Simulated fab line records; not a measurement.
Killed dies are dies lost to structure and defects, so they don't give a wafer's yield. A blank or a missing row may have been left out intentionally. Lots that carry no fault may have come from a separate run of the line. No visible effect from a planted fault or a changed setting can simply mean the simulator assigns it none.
Matching of chambers    flow n5_finfet    N5_BEOL_M11_CURE_71 on uv_cure-01: 3 sister chambers
The step cures SiCOH lowk, time 240 s. 3 wafers are shown with their chamber, then 10 later ones without.

WAFERS, EACH WITH ITS CHAMBER
wafer   chamber  wafer_temp_C_max
L082.5  1        386.4
L088.5  2        387.0
L091.2  0        386.3

WAFERS WITH NO CHAMBER GIVEN
wafer   wafer_temp_C_max
L091.3  386.4
L092.1  386.6
L092.2  386.7
L092.3  387.4
L097.2  386.5
L097.4  386.5
L097.5  386.4
L095.2  386.8
L095.3  386.4
L095.4  386.6

WHICH CHAMBER EACH ONE RAN IN
wafer   from the rows above           in truth
L091.3  can't be placed: 1 or 0       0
L092.1  can't be placed: 1 or 0 or 2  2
L092.2  can't be placed: 1 or 2 or 0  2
L092.3  2                             2
L097.2  can't be placed: 1 or 0       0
L097.4  can't be placed: 1 or 0       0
L097.5  can't be placed: 1 or 0       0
L095.2  can't be placed: 2 or 1 or 0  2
L095.3  can't be placed: 1 or 0       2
L095.4  can't be placed: 1 or 0 or 2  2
1 of 10 placed correctly. Can't be placed from these rows: 9 (the true chamber is among the candidates in 8). Placed wrongly: 0.
How it was worked out, from the rows above alone: a wafer's distance from a chamber is the root of the sum, over the readings, of the square of ((its reading less the chamber's mean) divided by the reading's scatter). If the next closest chamber is less than 2 further off than the closest, the wafer can't be placed; otherwise it belongs to the closest. Each chamber's mean is taken over the wafers shown for it. The scatter: with one shown wafer a chamber, the root of the mean of the squares of how far each hidden wafer lies from its nearest shown one.
